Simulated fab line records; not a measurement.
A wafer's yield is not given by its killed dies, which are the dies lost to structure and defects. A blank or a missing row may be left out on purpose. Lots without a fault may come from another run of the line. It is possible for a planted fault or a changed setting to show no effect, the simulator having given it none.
Matching of chambers / flow n5_finfet / N5_BEOL_M5_STRIP_36 on rie_diel-01 has 4 sister chambers
The step strips in N2/H2. 18 wafers are shown with their chamber, then 9 later ones without.

== EACH WAFER AND ITS CHAMBER ==
wafer=L075.1; chamber=1; showerhead_plenum_p_Torr (Torr)=2.48; throttle_valve_pct (%)=23.6; drypump_motor_current_A (A)=6.1
wafer=L075.2; chamber=2; showerhead_plenum_p_Torr (Torr)=2.62; throttle_valve_pct (%)=23.8; drypump_motor_current_A (A)=6.0
wafer=L075.4; chamber=3; showerhead_plenum_p_Torr (Torr)=2.51; throttle_valve_pct (%)=23.9; drypump_motor_current_A (A)=5.9
wafer=L079.3; chamber=1; showerhead_plenum_p_Torr (Torr)=2.48; throttle_valve_pct (%)=23.6; drypump_motor_current_A (A)=6.1
wafer=L079.4; chamber=0; showerhead_plenum_p_Torr (Torr)=2.56; throttle_valve_pct (%)=23.0; drypump_motor_current_A (A)=6.2
wafer=L079.6; chamber=3; showerhead_plenum_p_Torr (Torr)=2.51; throttle_valve_pct (%)=23.9; drypump_motor_current_A (A)=5.9
wafer=L081.2; chamber=3; showerhead_plenum_p_Torr (Torr)=2.51; throttle_valve_pct (%)=23.9; drypump_motor_current_A (A)=5.9
wafer=L081.3; chamber=2; showerhead_plenum_p_Torr (Torr)=2.62; throttle_valve_pct (%)=23.9; drypump_motor_current_A (A)=6.1
wafer=L081.5; chamber=3; showerhead_plenum_p_Torr (Torr)=2.51; throttle_valve_pct (%)=23.9; drypump_motor_current_A (A)=5.9
wafer=L083.4; chamber=0; showerhead_plenum_p_Torr (Torr)=2.56; throttle_valve_pct (%)=23.0; drypump_motor_current_A (A)=6.2
wafer=L083.5; chamber=1; showerhead_plenum_p_Torr (Torr)=2.48; throttle_valve_pct (%)=23.6; drypump_motor_current_A (A)=6.1
wafer=L083.6; chamber=0; showerhead_plenum_p_Torr (Torr)=2.56; throttle_valve_pct (%)=23.0; drypump_motor_current_A (A)=6.2
wafer=L084.2; chamber=3; showerhead_plenum_p_Torr (Torr)=2.51; throttle_valve_pct (%)=23.9; drypump_motor_current_A (A)=5.9
wafer=L084.4; chamber=1; showerhead_plenum_p_Torr (Torr)=2.47; throttle_valve_pct (%)=23.7; drypump_motor_current_A (A)=6.1
wafer=L084.6; chamber=0; showerhead_plenum_p_Torr (Torr)=2.56; throttle_valve_pct (%)=23.0; drypump_motor_current_A (A)=6.2
wafer=L088.1; chamber=2; showerhead_plenum_p_Torr (Torr)=2.61; throttle_valve_pct (%)=23.9; drypump_motor_current_A (A)=6.0
wafer=L088.2; chamber=0; showerhead_plenum_p_Torr (Torr)=2.55; throttle_valve_pct (%)=23.0; drypump_motor_current_A (A)=6.2
wafer=L088.3; chamber=3; showerhead_plenum_p_Torr (Torr)=2.51; throttle_valve_pct (%)=23.9; drypump_motor_current_A (A)=5.9

SIGNATURES (averages over the wafers above)
reading=showerhead_plenum_p_Torr; chamber 0=2.5580; chamber 1=2.4775; chamber 2=2.6167; chamber 3=2.5100; scatter within a chamber=0.00398
reading=throttle_valve_pct; chamber 0=23.000; chamber 1=23.625; chamber 2=23.867; chamber 3=23.900; scatter within a chamber=0.0318
reading=drypump_motor_current_A; chamber 0=6.200; chamber 1=6.100; chamber 2=6.033; chamber 3=5.900; scatter within a chamber=0.0218
Rule: for each reading, subtract the chamber's mean from the wafer's reading, divide by that reading's scatter and square the result; add these up over the readings and take the root, which gives the wafer's distance from the chamber. If the next closest chamber is less than 2 further off than the closest, the wafer can't be placed; otherwise it belongs to the closest. The scatter: take each reading less its chamber's mean, square it, sum over the shown wafers, divide by the number of wafers less the number of chambers, and take the root.

== WAFERS WITH NO CHAMBER GIVEN ==
wafer=L090.1; showerhead_plenum_p_Torr (Torr)=2.61; throttle_valve_pct (%)=23.9; drypump_motor_current_A (A)=6.0
wafer=L090.3; showerhead_plenum_p_Torr (Torr)=2.47; throttle_valve_pct (%)=23.7; drypump_motor_current_A (A)=6.1
wafer=L090.5; showerhead_plenum_p_Torr (Torr)=2.61; throttle_valve_pct (%)=23.9; drypump_motor_current_A (A)=6.0
wafer=L089.2; showerhead_plenum_p_Torr (Torr)=2.51; throttle_valve_pct (%)=23.9; drypump_motor_current_A (A)=5.9
wafer=L089.4; showerhead_plenum_p_Torr (Torr)=2.55; throttle_valve_pct (%)=23.0; drypump_motor_current_A (A)=6.2
wafer=L089.6; showerhead_plenum_p_Torr (Torr)=2.47; throttle_valve_pct (%)=23.7; drypump_motor_current_A (A)=6.1
wafer=L097.2; showerhead_plenum_p_Torr (Torr)=2.47; throttle_valve_pct (%)=23.7; drypump_motor_current_A (A)=6.1
wafer=L097.4; showerhead_plenum_p_Torr (Torr)=2.55; throttle_valve_pct (%)=23.0; drypump_motor_current_A (A)=6.2
wafer=L097.5; showerhead_plenum_p_Torr (Torr)=2.47; throttle_valve_pct (%)=23.7; drypump_motor_current_A (A)=6.0

== EACH ONE'S CHAMBER ==
wafer=L090.1; from the rows above=2; in truth=2
wafer=L090.3; from the rows above=1; in truth=1
wafer=L090.5; from the rows above=2; in truth=2
wafer=L089.2; from the rows above=3; in truth=3
wafer=L089.4; from the rows above=0; in truth=0
wafer=L089.6; from the rows above=1; in truth=1
wafer=L097.2; from the rows above=1; in truth=1
wafer=L097.4; from the rows above=0; in truth=0
wafer=L097.5; from the rows above=1; in truth=1
Correct placement for 9 of the 9. From these rows, 0 cannot be placed. Number placed wrongly: 0.
